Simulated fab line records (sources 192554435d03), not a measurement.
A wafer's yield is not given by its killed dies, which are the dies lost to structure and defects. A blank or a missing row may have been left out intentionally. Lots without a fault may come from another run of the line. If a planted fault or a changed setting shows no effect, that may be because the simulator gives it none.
fab line records | flow n5_finfet | part 1 of 2: steps 1 to 4 of 6
record: lots: 24 wafers: 72 last_day: 18
route steps=1938 shown FIN_SAQP@99 FIN_CUT@163
lots that met no fault: taken from a fault-free run of the same line
start_h: the number of hours between the record's first day and the start of the first shown wafer of the lot | wait_h: hours from the lot's prior step to this one | " unchanged from the row above | L1.1+2: a row that stands for several wafers | - either no value or no given start | * or withheld: withheld | < > ~ a bound
route shown NAME@n: names a module that has steps shown in the file, with the first one's number in the route | usual: the fault-free wafers' mean and standard deviation | same: alike in all rows | chamber/n: place in a boat | sites: per-site readings | _std_site: how widely they spread, as a standard deviation | _edge_site: inner sites' mean taken away from outer sites' mean | radius_mm: how far each site lies from the wafer's centre | mask NAME#n: copy n | behind: the last tool/chamber to shape the wafer | hold: why the lot went on hold/how many hours it stayed there/how the hold came to an end | device: whichever transistor did not switch (one of n, p or np) | end of line: the route-end tests of the same wafers | where a step has no rows: the recipe by itself | killed: dies that structure and defects cost at the first sort, which is not the same as the wafer's yield | map: per-die view of a wafer (x killed, . not killed, _ where there is no die)
set.NAME: setting as actually run; set.NAME@STEP: the setting as run at that earlier step | model.NAME: the simulator's own value behind a step, which no gauge read
a sample of lots followed through the steps of the route, with each step as a table and each wafer as a row
services: the hour from which a tool's chamber was out of use, counted from the record's first day as start_h (under 0 if before that day), plus the number of hours and why
== steps ==
step: N5_FIN_SAQP_PECVD_48
recipe: material: SiNx target_thk_a: 250 temp_c: 400 precursor: SiH4/NH3/N2 pressure_torr: 1.5 rf_w: 300 time_s: 22.1
usual: chamber_pressure_Torr: 1.500/0.0032 heater_power_w: 742/100 showerhead_plenum_p_Torr: 5.12/0.058 throttle_valve_pct: 39.9/2.9
columns lot.wafer tool chamber start_h wait_h chamber_pressure_Torr heater_power_w showerhead_plenum_p_Torr throttle_valve_pct
L074.1 pecvd-03 1 21.37 0.0 1.498 583 5.10 39.1
L074.3 " 1 " " 1.504 566 5.11 39.3
L074.6 " 0 " " 1.503 888 5.09 41.0
L075.1 pecvd-01 1 29.01 0.0 1.500 738 5.06 46.8
L075.3 " 0 " " 1.498 682 5.04 38.4
L075.4 " 2 " " 1.501 728 5.25 39.1
L076.1 pecvd-04 1 32.71 0.0 1.505 845 5.11 39.2
L076.3 " 2 " " 1.495 742 5.09 36.0
L076.6 " 0 " " 1.503 853 5.14 41.7
L077.1 pecvd-01 2 39.44 0.0 1.502 686 5.25 39.2
L077.3 " 1 " " 1.502 769 5.05 47.0
L077.6 " 1 " " 1.498 806 5.07 46.6
L078.2 pecvd-04 0 45.83 0.0 1.499 879 5.14 42.2
L078.4 " 2 " " 1.506 682 5.10 36.4
L078.5 " 0 " " 1.500 880 5.13 42.1
L079.1 pecvd-03 2 53.13 0.0 1.502 593 5.19 37.1
L079.3 " 1 " " 1.506 586 5.10 39.2
L079.4 " 0 " " 1.496 996 5.07 41.4
L080.2 pecvd-01 2 58.13 0.0 1.508 691 5.26 39.5
L080.4 " 1 " " 1.504 768 5.06 46.7
L080.5 " 2 " " 1.499 688 5.26 39.3
L081.1 pecvd-04 0 63.18 0.0 1.498 831 5.13 42.2
L081.4 " 1 " " 1.500 729 5.11 39.2
L081.5 " 0 " " 1.496 841 5.13 41.9
L082.1 pecvd-03 2 68.75 0.0 1.500 608 5.19 36.9
L082.3 " 2 " " 1.501 622 5.19 36.9
L082.5 " 2 " " 1.500 621 5.17 37.0
L083.1 pecvd-04 0 75.11 0.0 1.506 769 5.12 42.1
L083.5 " 0 " " 1.499 772 5.13 42.0
L083.6 " 2 " " 1.500 768 5.11 36.2
L084.2 pecvd-04 1 81.51 0.0 1.499 834 5.11 38.9
L084.3 " 2 " " 1.504 663 5.11 36.3
L084.5 " 2 " " 1.502 671 5.09 36.1
L085.3 pecvd-04 2 86.89 0.0 1.502 683 5.10 36.0
L085.5 " 2 " " 1.504 697 5.11 36.2
L085.6 " 1 " " 1.507 835 5.11 39.0
L086.1 pecvd-04 2 93.29 0.0 1.498 695 5.09 36.5
L086.3 " 0 " " 1.499 805 5.12 42.2
L086.4 " 2 " " 1.496 704 5.09 36.2
L087.2 pecvd-03 1 98.56 0.0 1.493 568 5.10 39.0
L087.3 " 0 " " 1.499 960 5.09 41.8
L087.5 " 2 " " 1.500 547 5.19 36.6
L088.1 pecvd-03 2 105.80 0.0 1.499 566 5.19 36.9
L088.4 " 2 " " 1.498 556 5.17 37.1
L088.5 " 0 " " 1.499 871 5.10 42.1
L089.1 pecvd-04 2 111.35 0.0 1.495 676 5.09 36.5
L089.5 " 2 " " 1.501 677 5.09 36.1
L089.6 " 0 " " 1.499 837 5.13 42.1
L090.1 pecvd-03 1 118.28 0.0 1.499 581 5.11 39.0
L090.3 " 2 " " 1.498 602 5.21 36.8
L090.5 " 2 " " 1.502 593 5.19 37.0
L091.3 pecvd-01 1 125.18 0.0 1.504 747 5.07 46.5
L091.4 " 0 " " 1.493 703 5.05 38.7
L091.6 " 2 " " 1.500 759 5.26 39.5
L092.3 pecvd-04 0 131.09 0.0 1.504 820 5.13 42.0
L092.4 " 2 " " 1.505 747 5.12 36.4
L092.6 " 1 " " 1.500 796 5.11 39.1
L093.3 pecvd-01 2 141.65 0.0 1.495 743 5.27 39.7
L093.4 " 1 " " 1.504 809 5.05 46.7
L093.6 " 2 " " 1.499 749 5.26 39.7
L094.1 pecvd-04 0 142.64 0.0 1.503 874 5.13 41.9
L094.5 " 1 " " 1.498 740 5.12 38.8
L094.6 " 2 " " 1.495 651 5.09 36.5
L095.2 pecvd-01 0 147.62 0.0 1.496 765 5.04 38.7
L095.4 " 0 " " 1.500 806 5.06 38.7
L095.6 " 1 " " 1.502 820 5.06 46.7
L096.1 pecvd-01 1 153.74 0.0 1.500 769 5.06 46.9
L096.5 " 1 " " 1.504 779 5.06 46.7
L096.6 " 2 " " 1.500 741 5.26 39.9
L097.1 pecvd-04 1 158.64 0.0 1.501 779 5.10 39.1
L097.2 " 0 " " 1.500 858 5.14 41.9
L097.3 " 2 " " 1.500 741 5.10 36.6
step: N5_FIN_SAQP_STRIP_55
recipe: chemistry: N2/H2 power_w: 500 temp_c: 40 pressure_mtorr: 50 rf_frequency_hz: 6e+07 overash_fraction: 0.3 bias_power_w: 28 h2_frac: 0.5 n2_flow_sccm: 300 h2_flow_sccm: 300
usual: drypump_motor_current_A: 5.8/0.52 h2_flow_sccm: 300.1/0.9 oes_product_au: 0.76/0.075 rf_vpp_V: 121.8/1.5 showerhead_plenum_p_Torr: 3.38/0.13 throttle_valve_pct: 18.9/0.42
columns lot.wafer tool chamber start_h wait_h drypump_motor_current_A h2_flow_sccm oes_product_au rf_hours_counter_h rf_vpp_V showerhead_plenum_p_Torr throttle_valve_pct
L074.1 rie_diel-06 3 22.41 0.1 5.4 302.4 0.71 211 118.4 3.18 18.9
L074.3 " 2 " " 6.3 299.2 0.73 187 122.1 3.35 19.3
L074.6 " 0 " " 5.8 298.6 0.74 - 125.9 3.48 18.9
L075.1 rie_diel-06 1 29.97 0.1 6.6 300.1 0.77 150 123.2 3.49 18.5
L075.3 " 0 " " 5.8 300.0 0.74 169 121.4 3.48 18.9
L075.4 " 2 " " 6.3 301.1 0.73 190 121.8 3.35 19.3
L076.1 rie_diel-03 2 33.95 0.1 5.0 299.9 0.90 21 120.7 3.45 19.6
L076.3 " 0 " " 5.2 298.3 0.67 241 120.8 3.44 18.8
L076.6 " 0 " " 5.2 297.1 0.66 - 124.0 3.44 18.8
L077.1 rie_diel-03 3 40.62 0.1 5.9 301.0 0.88 52 120.7 3.25 18.4
L077.3 " 0 " " 5.2 300.5 0.66 244 123.1 3.44 18.8
L077.6 " 1 " " 5.5 301.0 0.76 - 123.4 3.50 19.0
L078.2 rie_diel-01 2 47.11 0.1 5.2 300.0 0.94 8 121.0 3.60 18.8
L078.4 " 1 " " 5.8 301.4 0.68 211 122.9 3.17 18.2
L078.5 " 1 " " 5.8 299.2 0.69 - 121.1 3.17 18.3
L079.1 rie_diel-06 1 54.22 0.1 6.6 300.8 0.77 159 120.6 3.48 18.5
L079.3 " 3 " " 5.4 299.9 0.71 222 121.8 3.18 18.9
L079.4 " 0 " " 5.8 300.3 0.73 178 121.9 3.48 18.9
L080.2 rie_diel-03 2 59.75 0.1 5.0 299.7 0.88 30 122.3 3.44 19.6
L080.4 " 1 " " 5.5 298.7 0.74 - 121.8 3.50 19.0
L080.5 " 3 " " 6.0 300.3 0.86 - 120.3 3.25 18.4
L081.1 rie_diel-06 0 64.53 0.1 5.8 300.3 0.73 181 120.1 3.48 18.9
L081.4 " 1 " " 6.6 300.4 0.75 162 122.5 3.48 18.5
L081.5 " 0 " " 5.8 300.1 0.74 - 124.3 3.48 18.9
L082.1 rie_diel-03 3 69.77 0.1 6.0 300.3 0.85 65 122.4 3.25 18.4
L082.3 " 2 " " 5.0 300.6 0.88 36 121.5 3.44 19.7
L082.5 " 1 " " 5.5 300.7 0.76 - 121.6 3.49 19.0
L083.1 rie_diel-06 0 76.63 0.1 5.7 299.6 0.72 186 119.0 3.47 18.9
L083.5 " 1 " " 6.6 299.1 0.74 - 122.1 3.48 18.5
L083.6 " 0 " " 5.7 300.2 0.73 - 121.5 3.47 18.9
L084.2 rie_diel-06 3 82.51 0.1 5.4 298.7 0.69 233 119.1 3.17 19.0
L084.3 " 0 " " 5.7 298.4 0.73 188 120.4 3.47 18.9
L084.5 " 0 " " 5.7 299.9 0.73 - 123.1 3.47 18.9
L085.3 rie_diel-03 0 87.98 0.1 5.2 301.1 0.99 2 121.1 3.43 18.5
L085.5 " 2 " " 5.0 299.7 0.88 - 123.1 3.43 19.7
L085.6 " 3 " " 5.9 301.3 0.86 - 119.2 3.24 18.4
L086.1 rie_diel-01 0 94.29 0.1 6.3 300.3 0.79 93 122.2 3.52 18.5
L086.3 " 1 " " 5.8 301.3 0.68 220 121.2 3.16 18.3
L086.4 " 3 " " 6.5 301.0 0.71 225 119.6 3.46 19.0
L087.2 rie_diel-03 1 99.75 0.1 5.5 298.5 0.74 156 123.1 3.49 19.0
L087.3 " 2 " " 5.0 301.8 0.86 47 123.1 3.43 19.7
L087.5 " 3 " " 6.0 300.3 0.82 - 119.6 3.24 18.4
L088.1 rie_diel-06 2 106.90 0.1 6.3 301.4 0.72 217 120.7 3.34 19.4
L088.4 " 3 " " 5.4 300.5 0.69 242 120.5 3.16 19.0
L088.5 " 0 " " 5.7 299.3 0.73 - 124.2 3.47 18.9
L089.1 rie_diel-06 0 112.32 0.1 5.8 299.8 0.73 194 125.9 3.47 18.9
L089.5 " 3 " " 5.4 300.0 0.68 - 120.1 3.16 19.0
L089.6 " 2 " " 6.3 299.4 0.71 - 122.7 3.34 19.4
L090.1 rie_diel-06 1 120.65 0.1 6.6 301.0 0.75 181 124.4 3.47 18.5
L090.3 " 0 " " 5.7 299.4 0.72 197 123.7 3.47 18.9
L090.5 " 3 " " 5.4 299.8 0.69 - 122.0 3.16 19.0
L091.3 rie_diel-06 2 126.14 0.1 6.3 299.5 0.70 223 123.9 3.33 19.4
L091.4 " 3 " " 5.4 299.4 0.68 247 120.2 3.16 19.0
L091.6 " 3 " " 5.4 299.2 0.68 - 122.1 3.16 19.0
L092.3 rie_diel-01 3 132.22 0.1 6.6 299.6 0.70 241 124.1 3.45 19.0
L092.4 " 1 " " 5.8 299.5 0.67 - 121.7 3.16 18.3
L092.6 " 2 " " 5.2 299.9 0.86 - 124.0 3.58 18.9
L093.3 rie_diel-03 2 142.73 0.1 5.0 301.5 0.84 62 123.1 3.42 19.7
L093.4 " 1 " " 5.5 299.3 0.73 - 122.5 3.48 19.1
L093.6 " 2 " " 5.0 300.0 0.86 - 122.5 3.42 19.7
L094.1 rie_diel-03 2 143.95 0.3 5.0 301.6 0.85 62 120.1 3.42 19.7
L094.5 " 2 " " 5.0 301.9 0.84 - 121.4 3.42 19.7
L094.6 " 1 " " 5.5 301.2 0.72 - 121.9 3.48 19.0
L095.2 rie_diel-01 3 148.64 0.1 6.6 299.6 0.69 246 122.2 3.44 19.0
L095.4 " 2 " " 5.2 301.2 0.86 44 122.0 3.58 18.8
L095.6 " 1 " " 5.8 301.2 0.68 - 118.9 3.16 18.3
L096.1 rie_diel-06 2 155.40 0.4 6.3 299.5 0.69 235 120.8 3.33 19.4
L096.5 " 0 " " 5.7 299.9 0.70 - 118.6 3.46 18.9
L096.6 " 1 " " 6.6 300.0 0.72 - 122.6 3.46 18.6
L097.1 rie_diel-03 0 159.73 0.1 5.2 300.9 0.89 23 122.8 3.42 18.5
L097.2 " 1 " " 5.5 300.3 0.72 175 124.4 3.48 19.1
L097.3 " 3 " " 6.0 299.7 0.82 95 121.6 3.23 18.4
step: N5_FIN_SAQP_RECESS_75
recipe: chemistry: HF/NH3 target: SiO2 target_depth_a: 144 afs_cycles: 3 temp_c: 30 sublimation_temp_c: 180 sublimation_time_s: 60
usual: drypump_motor_current_A: 5.7/0.5
columns lot.wafer tool chamber start_h wait_h drypump_motor_current_A
L074.1 vapor_etch-02 0 22.75 0.0 6.3
L074.3 " 0 " " 6.3
L074.6 " 1 " " 5.5
L075.1 vapor_etch-02 0 30.32 0.0 6.3
L075.3 " 0 " " 6.3
L075.4 " 1 " " 5.5
L076.1 vapor_etch-01 1 34.28 0.0 6.2
L076.3 " 0 " " 5.1
L076.6 " 1 " " 6.2
L077.1 vapor_etch-01 0 40.94 0.0 5.1
L077.3 " 1 " " 6.2
L077.6 " 1 " " 6.2
L078.2 vapor_etch-01 1 47.66 0.0 6.2
L078.4 " 0 " " 5.1
L078.5 " 1 " " 6.2
L079.1 vapor_etch-01 0 54.54 0.0 5.1
L079.3 " 0 " " 5.1
L079.4 " 1 " " 6.2
L080.2 vapor_etch-01 1 60.08 0.0 6.2
L080.4 " 1 " " 6.2
L080.5 " 1 " " 6.2
L081.1 vapor_etch-02 0 64.86 0.0 6.2
L081.4 " 0 " " 6.2
L081.5 " 1 " " 5.5
L082.1 vapor_etch-02 0 70.11 0.0 6.3
L082.3 " 0 " " 6.3
L082.5 " 0 " " 6.3
L083.1 vapor_etch-01 1 76.95 0.0 6.2
L083.5 " 0 " " 5.1
L083.6 " 1 " " 6.3
L084.2 vapor_etch-02 0 82.83 0.0 6.2
L084.3 " 0 " " 6.2
L084.5 " 0 " " 6.3
L085.3 vapor_etch-02 1 88.43 0.1 5.5
L085.5 " 1 " " 5.5
L085.6 " 0 " " 6.3
L086.1 vapor_etch-01 1 94.95 0.4 6.2
L086.3 " 0 " " 5.1
L086.4 " 1 " " 6.2
L087.2 vapor_etch-01 1 100.08 0.0 6.1
L087.3 " 0 " " 5.1
L087.5 " 0 " " 5.1
L088.1 vapor_etch-02 1 107.22 0.0 5.5
L088.4 " 0 " " 6.3
L088.5 " 0 " " 6.3
L089.1 vapor_etch-02 1 112.64 0.0 5.5
L089.5 " 0 " " 6.3
L089.6 " 1 " " 5.5
L090.1 vapor_etch-02 0 120.98 0.0 6.2
L090.3 " 0 " " 6.2
L090.5 " 1 " " 5.5
L091.3 vapor_etch-02 0 126.58 0.1 6.2
L091.4 " 1 " " 5.5
L091.6 " 0 " " 6.2
L092.3 vapor_etch-01 1 132.66 0.1 6.2
L092.4 " 0 " " 5.1
L092.6 " 1 " " 6.2
L093.3 vapor_etch-01 1 143.17 0.1 6.2
L093.4 " 0 " " 5.0
L093.6 " 0 " " 5.1
L094.1 vapor_etch-01 1 144.27 0.0 6.2
L094.5 " 1 " " 6.2
L094.6 " 0 " " 5.1
L095.2 vapor_etch-01 0 148.96 0.0 5.0
L095.4 " 0 " " 5.0
L095.6 " 1 " " 6.2
L096.1 vapor_etch-01 0 157.16 1.5 5.1
L096.5 " 0 " " 5.1
L096.6 " 1 " " 6.2
L097.1 vapor_etch-02 1 160.05 0.0 5.5
L097.2 " 0 " " 6.3
L097.3 " 0 " " 6.2
step: N5_FIN_SAQP_MANDREL1_REMOVE_56
recipe: chemistry: HBr/Cl2/O2 bt_time_s: 10 target: a-Si stop_on: SiNx endpoint: OES-SiCl over_etch_frac: 1 icp_w: 600 bias_w: 22 HBr_flow_sccm: 150 Cl2_flow_sccm: 80 O2_flow_sccm: 5 pressure_mtorr: 10
usual: drypump_motor_current_A: 5.9/0.37 oes_product_au: 0.994/0.018 throttle_valve_pct: 36.69/0.23
columns lot.wafer tool chamber start_h wait_h drypump_motor_current_A oes_product_au rf_hours_counter_h throttle_valve_pct
L074.1 rie_si-04 3 23.95 0.1 5.8 0.984 188 36.96
L074.3 " 1 " " 6.4 0.991 4 36.60
L074.6 " 1 " " 6.4 1.003 - 36.61
L075.1 rie_si-04 1 31.66 0.1 6.3 1.000 4 36.62
L075.3 " 2 " " 5.5 0.995 3 36.50
L075.4 " 0 " " 5.8 1.008 78 37.03
L076.1 rie_si-04 1 35.47 0.1 6.4 0.986 4 36.61
L076.3 " 2 " " 5.5 0.995 3 36.48
L076.6 " 1 " " 6.4 1.000 - 36.62
L077.1 rie_si-04 1 42.13 0.1 6.4 0.999 4 36.62
L077.3 " 2 " " 5.5 0.987 3 36.47
L077.6 " 0 " " 5.8 0.997 - 37.01
L078.2 rie_si-04 2 48.85 0.1 5.5 0.991 3 36.49
L078.4 " 1 " " 6.4 0.998 5 36.62
L078.5 " 3 " " 5.8 0.988 - 36.96
L079.1 rie_si-04 0 57.14 0.1 5.8 0.997 78 37.02
L079.3 " 1 " " 6.4 0.998 5 36.63
L079.4 " 2 " " 5.5 0.986 3 36.47
L080.2 rie_si-04 2 61.27 0.1 5.5 0.969 4 36.48
L080.4 " 1 " " 6.4 0.971 5 36.62
L080.5 " 1 " " 6.4 0.985 - 36.62
L081.1 rie_si-04 2 66.05 0.1 5.5 0.989 4 36.49
L081.4 " 0 " " 5.8 0.995 79 37.01
L081.5 " 1 " " 6.4 0.985 - 36.62
L082.1 rie_si-04 2 71.33 0.1 5.5 1.012 4 36.47
L082.3 " 3 " " 5.8 0.994 189 36.95
L082.5 " 1 " " 6.4 0.998 - 36.63
L083.1 rie_si-06 0 78.16 0.1 6.0 0.955 54 36.36
L083.5 " 3 " " 5.7 1.021 - 36.85
L083.6 " 0 " " 6.0 0.958 - 36.36
L084.2 rie_si-01 3 84.05 0.1 6.7 0.997 79 36.89
L084.3 " 0 " " 5.3 1.013 131 36.87
L084.5 " 1 " " 5.3 1.024 - 36.64
L085.3 rie_si-06 0 90.33 0.1 6.0 0.948 54 36.35
L085.5 " 1 " " 6.5 1.016 - 36.65
L085.6 " 0 " " 6.0 0.960 - 36.34
L086.1 rie_si-04 2 97.04 0.1 5.5 0.993 4 36.49
L086.3 " 3 " " 5.9 0.999 189 36.96
L086.4 " 1 " " 6.4 0.991 6 36.62
L087.2 rie_si-06 1 103.10 0.1 6.6 1.021 56 36.64
L087.3 " 3 " " 5.7 1.022 130 36.85
L087.5 " 1 " " 6.6 1.015 - 36.67
L088.1 rie_si-04 2 108.72 0.1 5.5 0.993 5 36.49
L088.4 " 0 " " 5.8 0.999 79 37.01
L088.5 " 1 " " 6.4 0.999 - 36.63
L089.1 rie_si-06 0 113.83 0.1 6.0 0.953 54 36.35
L089.5 " 0 " " 6.0 0.955 - 36.36
L089.6 " 3 " " 5.7 1.011 - 36.86
L090.1 rie_si-06 2 122.67 0.1 5.5 0.993 105 36.47
L090.3 " 3 " " 5.7 1.018 130 36.84
L090.5 " 3 " " 5.7 1.006 - 36.84
L091.3 rie_si-06 1 127.65 0.1 6.5 1.011 56 36.64
L091.4 " 2 " " 5.6 1.008 105 36.45
L091.6 " 1 " " 6.5 1.005 - 36.66
L092.3 rie_si-04 3 133.81 0.1 5.8 0.999 - 36.94
L092.4 " 3 " " 5.8 1.007 - 36.95
L092.6 " 3 " " 5.8 1.004 - 36.96
L093.3 rie_si-01 1 144.24 0.1 5.3 1.018 3 36.63
L093.4 " 0 " " 5.3 1.019 132 36.87
L093.6 " 2 " " 5.8 0.981 - 36.32
L094.1 rie_si-04 1 145.46 0.1 6.3 0.993 6 36.61
L094.5 " 3 " " 5.8 0.998 - 36.96
L094.6 " 1 " " 6.4 1.007 - 36.62
L095.2 rie_si-06 1 150.15 0.1 6.5 1.015 57 36.63
L095.4 " 3 " " 5.7 1.014 131 36.84
L095.6 " 2 " " 5.6 0.996 - 36.46
L096.1 rie_si-06 2 158.55 0.1 5.6 1.001 105 36.46
L096.5 " 0 " " 6.0 0.956 - 36.36
L096.6 " 1 " " 6.5 1.009 - 36.65
L097.1 rie_si-06 1 161.24 0.1 6.5 1.005 57 36.66
L097.2 " 0 " " 6.0 0.958 55 36.37
L097.3 " 2 " " 5.7 0.997 106 36.46
